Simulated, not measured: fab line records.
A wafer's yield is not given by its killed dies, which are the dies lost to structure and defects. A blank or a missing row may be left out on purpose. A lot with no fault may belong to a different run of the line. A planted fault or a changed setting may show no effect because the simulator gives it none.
Which tool did it? | flow n5Finfet | Sampling: 8 lots, 22 wafers, 3 of 1938 route steps

WHAT THE GAUGES SHOWED, per wafer
N5_BEOL_M4_RC_MEAS_101.
lot  | measured     | on        | DIBL_N (mV/V)  | DIBL_P (mV/V)  | IOFF_N (nA/um) | IOFF_P (nA/um) | ION_N (uA/um) | ION_P (uA/um) | SS_N (mV/dec)  | SS_P (mV/dec)  | VT_N (mV)   | VT_P (mV)
L897 | day 8 17:21  | prober-02 | 37.6 40.3 36.1 | 37.9 40.5 35.1 | 0.16 0.23 0.15 | 0.23 0.27 0.18 | 671 691 666   | 455 471 453   | 71.6 71.8 70.9 | 73.9 75.4 73.0 | 248 243 251 | -250 -247 -253
L898 | day 9 12:31  | prober-02 | 39.2 39.5      | 39.0 38.4      | 0.22 0.22      | 0.23 0.24      | 689 677       | 462 464       | 72.0 72.4      | 74.0 73.7      | 246 245     | -252 -252
L904 | day 10 21:35 | prober-01 | 36.3 36.0 35.0 | 34.0 33.9 32.9 | 0.13 0.13 0.12 | 0.17 0.16 0.16 | 664 671 658   | 456 453 458   | 70.8 70.9 71.3 | 72.6 73.0 72.2 | 253 252 256 | -258 -255 -256
L907 | day 12 10:33 | prober-02 | 35.0 35.8      | 34.6 35.2      | 0.12 0.13      | 0.17 0.18      | 667 664       | 456 452       | 71.5 71.1      | 72.6 72.2      | 256 254     | -254 -252
L914 | day 13 19:34 | prober-01 | 33.3 33.8 35.5 | 34.4 34.5 36.3 | 0.14 0.12 0.16 | 0.16 0.16 0.19 | 686 662 674   | 462 455 456   | 72.0 71.7 71.9 | 72.5 73.3 73.9 | 250 254 250 | -254 -253 -253
L917 | day 13 20:02 | prober-01 | 37.5 36.0 35.6 | 38.5 37.6 37.0 | 0.20 0.16 0.16 | 0.21 0.18 0.19 | 690 665 686   | 465 449 466   | 73.0 71.5 71.1 | 74.2 73.1 73.4 | 247 250 248 | -251 -254 -256
L916 | day 14 06:35 | prober-01 | 38.7 36.4 35.9 | 38.4 35.0 34.8 | 0.20 0.16 0.14 | 0.27 0.21 0.20 | 687 684 678   | 466 465 468   | 72.4 71.9 71.1 | 74.0 73.6 73.4 | 247 249 252 | -246 -250 -253
L919 | day 15 11:43 | prober-01 | 36.4 34.1 34.1 | 35.3 32.6 32.6 | 0.16 0.13 0.13 | 0.21 0.17 0.18 | 669 673 676   | 459 464 466   | 71.8 71.4 71.1 | 73.7 72.4 73.0 | 250 253 251 | -250 -253 -252

N5_BEOL_M6_INSPECT_13: inspects for defects (brightfield).
lot  | measured     | on               | rawDefectCount
L897 | day 9 08:52  | defectInspect-01 | 424 343 397
L898 | day 10 02:41 | defectInspect-02 | 373 382
L904 | day 11 14:59 | defectInspect-01 | 396 550 499
L907 | day 13 01:12 | defectInspect-02 | 481 285
L914 | day 14 14:25 | defectInspect-02 | 324 364 296
L917 | day 14 14:36 | defectInspect-02 | 327 628 518
L916 | day 14 20:30 | defectInspect-02 | 465 397 382
L919 | day 16 10:22 | defectInspect-01 | 400 350 651

EACH LOT AND THE TOOL THAT RAN IT (in order: tool; ch and the chambers of the sampled wafers; start)
lot  | N5_BEOL_M5_CO_CAP_78
L897 | cvdCo-02 ch 0,2, day 9 05:41
L898 | cvdCo-01 ch 0,1, day 10 01:13
L904 | cvdCo-01 ch 1,2, day 11 11:44
L907 | cvdCo-02 ch 0, day 12 22:05
L914 | cvdCo-01 ch 0,1,2, day 14 12:11
L917 | cvdCo-01 ch 0,1, day 14 13:06
L916 | cvdCo-01 ch 0,1,2, day 14 17:44
L919 | cvdCo-01 ch 0,1, day 16 05:28
- N5_BEOL_M5_CO_CAP_78: material Co, precursor CCTBA/H2, target thk 2 nm, time 102.1 s.

WHAT THE TOOLS THEMSELVES READ (means of the sampled wafers that have a number; where no wafer has one, the mark that the record gives instead)
N5_BEOL_M5_CO_CAP_78.
lot  | tool     | chamberPressureTorr (Torr) | heaterPowerW (W)
L897 | cvdCo-02 | 29.97                      | 214
L898 | cvdCo-01 | 30.05                      | 226
L904 | cvdCo-01 | 30.07                      | 259
L907 | cvdCo-02 | 29.98                      | 182
L914 | cvdCo-01 | 30.02                      | 243
L917 | cvdCo-01 | 30.00                      | 223
L916 | cvdCo-01 | 30.01                      | 242
L919 | cvdCo-01 | 30.03                      | 229

THE ANSWER, worked out from the rows above alone
Rule: the usual values come from the lots themselves. Put in order of their means at a reading, lots are off if they are a third of the lots or fewer, leave a main group of 4 or more, and stand apart from it by a gap of 3 or more times the standard deviation of the main group's means; of several such gaps the widest counts. A main group is skipped when, at the precision printed for the reading in the tables above, its means are all equal. Also off: a lot with no number at a reading for which 4 or more lots have one. Any other lot the step has rows for is counted as sound. The gauges are gone through in route order, then the tools' own readings, and for those a lot's mean is taken as printed above. The first step at which some lot is off is used, and at that step the reading that is off furthest; a lot without a number counts as furthest.
Nothing can be told from this: no lot is off at any reading shown.

WHAT THE SIMULATOR PUT IN
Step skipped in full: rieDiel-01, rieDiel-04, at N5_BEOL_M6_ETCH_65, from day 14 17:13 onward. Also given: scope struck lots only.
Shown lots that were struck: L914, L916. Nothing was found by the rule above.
